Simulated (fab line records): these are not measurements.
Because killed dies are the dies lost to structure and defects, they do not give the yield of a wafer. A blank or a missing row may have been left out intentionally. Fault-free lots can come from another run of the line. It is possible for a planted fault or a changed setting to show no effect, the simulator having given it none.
2 desks looking at one fault ; flow n5_finfet ; numbers are kept per desk, each desk with only its own; the story behind them comes last

== THE METROLOGY DESK ==
Lot by lot, what the gauges showed, no matter which tool ran the lot: averages of those sampled wafers that carry a number. A lot is out of limits, marked OUT, if its mean lies more than 4 standard deviations from the usual mean; the brackets give that distance. 7 of its 11 readings are shown, namely those furthest out on some lot.
Columns: A = DIBL_N at N5_BEOL_M4_RC_MEAS_101, usual 36.1 mV/V; B = DIBL_P at N5_BEOL_M4_RC_MEAS_101, usual 36.3 mV/V; C = IOFF_N at N5_BEOL_M4_RC_MEAS_101, usual 0.15 nA/um; D = IOFF_P at N5_BEOL_M4_RC_MEAS_101, usual 0.21 nA/um; E = ION_P at N5_BEOL_M4_RC_MEAS_101, usual 463 uA/um; F = SS_P at N5_BEOL_M4_RC_MEAS_101, usual 73.2 mV/dec; G = VT_P at N5_BEOL_M4_RC_MEAS_101, usual -250 mV
lot;first seen here;A;B;C;D;E;F;G
L321;day 5 02:57;35.5;35.6;0.14;0.21;467;73.3;-249
L323;day 5 10:14;35.0;36.5;0.15;0.23;482;73.1;-247
L324;day 5 21:33;33.1;34.1;0.09;0.13;442;72.4;-261
L326;day 6 08:14;35.8;36.9;0.16;0.23;475;73.9;-247
L328;day 6 20:49;34.8;35.0;0.15;0.20;461;73.0;-248
L335;day 8 15:00;35.7;35.5;0.15;0.21;468;72.6;-251
L334;day 8 15:36;36.1;36.7;0.16;0.24;469;74.1;-248
L339;day 9 20:44;41.1;42.0;0.23;0.29;464;74.8;-247
L341;day 10 04:11;34.8;35.9;0.14;0.20;464;73.4;-252
L342;day 10 07:57;34.6;34.5;0.14;0.20;458;72.6;-251
This desk's finding: nothing out of limits on any of the 10 lots.

== FOR THE TOOL OWNER'S DESK: ald_sin-02 ==
The tool's own readings at N5_MOL_CONTACT_COAG_ALD_131 (deposits SiO2, target thk 5 nm, pulse time 1 s, co reactant pulse time 1 s): means of the sampled wafers that have a number, for each lot that ran on this tool. A lot is out of limits, marked OUT, if its mean lies more than 4 standard deviations from the usual mean; the brackets give that distance.
Columns: A = heater_power_w at N5_MOL_CONTACT_COAG_ALD_131, usual 80 W; B = precursor_pulse_height_rel at N5_MOL_CONTACT_COAG_ALD_131, usual 1.000
lot;first seen here;A;B
L321;day 5 05:33;76;1.012
L328;day 6 22:25;76;0.988
L335;day 8 17:25;77;0.987
L334;day 8 17:54;76;0.994
This desk's finding: nothing out of limits on any of the 4 lots.

== PUT TOGETHER ==
The metrology desk saw nothing out of limits.
Nothing out of limits was seen by the tool owner's desk.

== WHAT THE SIMULATOR HAD INSERTED ==
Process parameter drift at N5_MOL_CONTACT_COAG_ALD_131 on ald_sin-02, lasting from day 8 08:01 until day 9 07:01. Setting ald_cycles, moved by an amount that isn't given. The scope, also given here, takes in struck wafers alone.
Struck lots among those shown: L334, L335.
